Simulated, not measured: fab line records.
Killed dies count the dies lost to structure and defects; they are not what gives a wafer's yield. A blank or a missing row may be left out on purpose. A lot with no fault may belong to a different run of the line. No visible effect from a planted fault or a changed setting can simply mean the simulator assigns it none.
Chamber matching + flow n5_finfet + rie_diel-02 running N5_BEOL_M5_DESCUM_33: 4 sister chambers
The step chemistry O2, time 7 s. 18 wafers are shown with their chamber, then 9 later ones without.

## WAFERS, EACH WITH ITS CHAMBER
| wafer  | chamber | showerhead_plenum_p_Torr (Torr) | oes_product_au (a.u.) | drypump_motor_current_A (A) |
|--------|---------|---------------------------------|-----------------------|-----------------------------|
| L078.1 | 1       | 2.16                            | 0.71                  | 5.8                         |
| L078.2 | 0       | 2.08                            | 0.73                  | 6.0                         |
| L078.6 | 0       | 2.08                            | 0.73                  | 6.0                         |
| L079.3 | 0       | 2.08                            | 0.72                  | 6.0                         |
| L079.4 | 1       | 2.16                            | 0.70                  | 5.9                         |
| L079.6 | 0       | 2.08                            | 0.73                  | 6.0                         |
| L083.1 | 1       | 2.16                            | 0.71                  | 5.8                         |
| L083.2 | 0       | 2.08                            | 0.72                  | 6.0                         |
| L083.3 | 3       | 2.23                            | 0.86                  | 5.4                         |
| L082.1 | 3       | 2.23                            | 0.86                  | 5.4                         |
| L082.2 | 2       | 2.09                            | 1.01                  | 5.7                         |
| L082.3 | 0       | 2.08                            | 0.73                  | 6.0                         |
| L082.4 | 1       | 2.16                            | 0.70                  | 5.8                         |
| L082.5 | 3       | 2.23                            | 0.86                  | 5.4                         |
| L082.6 | 0       | 2.08                            | 0.73                  | 6.0                         |
| L084.1 | 3       | 2.23                            | 0.85                  | 5.4                         |
| L084.3 | 0       | 2.07                            | 0.72                  | 6.0                         |
| L084.6 | 1       | 2.16                            | 0.69                  | 5.9                         |

SIGNATURES (means of the wafers above)
| reading                  | chamber 0 | chamber 1 | chamber 2 | chamber 3 | scatter within a chamber |
|--------------------------|-----------|-----------|-----------|-----------|--------------------------|
| showerhead_plenum_p_Torr | 2.0787    | 2.1600    | 2.0900    | 2.2300    | 0.0025                   |
| oes_product_au           | 0.7262    | 0.7020    | 1.0100    | 0.8575    | 0.00622                  |
| drypump_motor_current_A  | 6.000     | 5.840     | 5.700     | 5.400     | 0.0293                   |
Rule: for a wafer and a chamber, the distance is found by dividing, reading by reading, the gap between the wafer's reading and the chamber's mean by the reading's scatter, squaring, summing and taking the root. The wafer belongs to the nearest chamber; if the next one is less than 2 further off, it can't be placed. The scatter: take each reading less its chamber's mean, square it, sum over the shown wafers, divide by the number of wafers less the number of chambers, and take the root.

## WAFERS WITH NO CHAMBER GIVEN
| wafer  | showerhead_plenum_p_Torr (Torr) | oes_product_au (a.u.) | drypump_motor_current_A (A) |
|--------|---------------------------------|-----------------------|-----------------------------|
| L090.1 | 2.15                            | 0.69                  | 5.9                         |
| L090.2 | 2.22                            | 0.84                  | 5.4                         |
| L090.3 | 2.08                            | 0.94                  | 5.6                         |
| L090.4 | 2.07                            | 0.71                  | 6.1                         |
| L090.5 | 2.15                            | 0.70                  | 5.9                         |
| L090.6 | 2.08                            | 0.94                  | 5.6                         |
| L094.2 | 2.15                            | 0.69                  | 5.8                         |
| L094.5 | 2.15                            | 0.69                  | 5.8                         |
| L094.6 | 2.07                            | 0.71                  | 6.0                         |

## WHICH CHAMBER EACH WENT THROUGH
| wafer  | from the rows above | in truth |
|--------|---------------------|----------|
| L090.1 | 1                   | 1        |
| L090.2 | 3                   | 3        |
| L090.3 | 2                   | 2        |
| L090.4 | 0                   | 0        |
| L090.5 | 1                   | 1        |
| L090.6 | 2                   | 2        |
| L094.2 | 1                   | 1        |
| L094.5 | 1                   | 1        |
| L094.6 | 0                   | 0        |
Correctly placed: 9 of 9. Not placeable from these rows: 0. 0 placed wrongly.
